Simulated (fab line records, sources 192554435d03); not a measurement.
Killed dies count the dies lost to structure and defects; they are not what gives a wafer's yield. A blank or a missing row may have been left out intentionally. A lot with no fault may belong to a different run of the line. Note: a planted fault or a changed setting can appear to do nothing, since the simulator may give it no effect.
Comparing a struck lot with a sound one :: flow n5_finfet :: 16 steps out of a route of 1938
Sound: these wafers, L607.2, L607.4, L607.5. Struck: wafers L599.1, L599.2, L599.5. The cause comes at the end.
Per side, at each step with rows, come the tool, then ch with its chambers, and then its first start. Under that, the readings that differ: sound wafers :: struck wafers :: difference of the means :: sigmas: that difference in standard deviations of wafers without a fault.
alike: words and numbers the same on both sides, and readings whose means are apart by under 2 such deviations; not compared: readings that were withheld, readings missing a value for some wafer, numbers with overlapping values and no deviation given by the record, and bounds like >300 which may hide the same value.
Wherever a step has rows on one side only, a row that says differs or no value, or a row with sigmas, the two part there. Non-overlapping numbers with no deviation appear without sigmas and do not part them. A reading that every wafer of one side lacks parts them only if that side has two wafers or more.

N5_BEOL_M4_ANNEAL_49: time 240 s.
  sound: pvd_sputter-03 at day 12 22:43; struck: pvd_sputter-01 at day 11 16:46
  alike: heater_power_w, susceptor_temp_C, susceptor_temp_C_max
then, 4 steps without rows for these wafers: N5_BEOL_M4_SPUTTER_79 (material Cu, target thk 4.5 nm, time 8.29 s); N5_BEOL_M4_ANNEAL_80 (time 240 s); N5_BEOL_M4_SPUTTER_81 (material Cu, target thk 4.5 nm, time 8.29 s); N5_BEOL_M4_ANNEAL_82 (time 240 s).
N5_BEOL_M4_SPUTTER_86: material Cu, target thk 4.5 nm, time 8.29 s.
  sound: pvd_sputter-03 at day 12 23:18; struck: pvd_sputter-01 at day 11 17:21
  alike: throttle_valve_pct
N5_BEOL_M4_ANNEAL_87: time 240 s.
  sound: pvd_sputter-03 at day 12 23:23; struck: pvd_sputter-01 at day 11 17:26
  alike: heater_power_w, susceptor_temp_C, susceptor_temp_C_max
then, 1 step without rows for these wafers: N5_BEOL_M4_SPUTTER_88 (material Cu, target thk 4.5 nm, time 8.29 s).
N5_BEOL_M4_ANNEAL_89: time 240 s.
  sound: pvd_sputter-03 at day 12 23:36; struck: pvd_sputter-01 at day 11 17:39
  alike: heater_power_w, susceptor_temp_C, susceptor_temp_C_max
then, 2 steps without rows for these wafers: N5_BEOL_M4_SPUTTER_90 (material Cu, target thk 4.5 nm, time 8.29 s); N5_BEOL_M4_ANNEAL_91 (time 240 s).
N5_BEOL_M4_SPUTTER_92: material Cu, target thk 4.5 nm, time 8.29 s.
  sound: pvd_sputter-03 at day 12 23:58; struck: pvd_sputter-01 at day 11 18:01
  alike: throttle_valve_pct
N5_BEOL_M4_ANNEAL_93: time 240 s.
  sound: pvd_sputter-03 at day 13 00:02; struck: pvd_sputter-01 at day 11 18:05
  no value came back on the struck wafers for heater_power_w (W), susceptor_temp_C (C), susceptor_temp_C_max; on the sound wafers heater_power_w (W) reads 886 701 962
then, 1 step without rows for these wafers: N5_BEOL_M4_SPUTTER_94 (material Cu, target thk 4.5 nm, time 8.29 s).
N5_BEOL_M4_RC_MEAS_101:
  sound on prober-01 ch 0, day 13 01:40; struck on prober-02 ch 0, day 11 19:33
  alike: DIBL_N, DIBL_P, IOFF_N, IOFF_P, ION_N, ION_P, SS_N, SS_P, VT_N, VT_P
-- here the record skips 5 days between the struck wafers' starts before and after, leaving off in module BEOL_M4 and picking up in module PASSIVATION (first step shown: number 1936 of the route) --
N5_PASSIVATION_PROBE_49:
  rows exist in the record for the struck wafers here (prober-02, day 16 10:32), but not for the sound ones

WHERE THEY PART
First at N5_BEOL_M4_ANNEAL_93; last, within this record, at N5_PASSIVATION_PROBE_49.

WHY: what had been put in by the simulator
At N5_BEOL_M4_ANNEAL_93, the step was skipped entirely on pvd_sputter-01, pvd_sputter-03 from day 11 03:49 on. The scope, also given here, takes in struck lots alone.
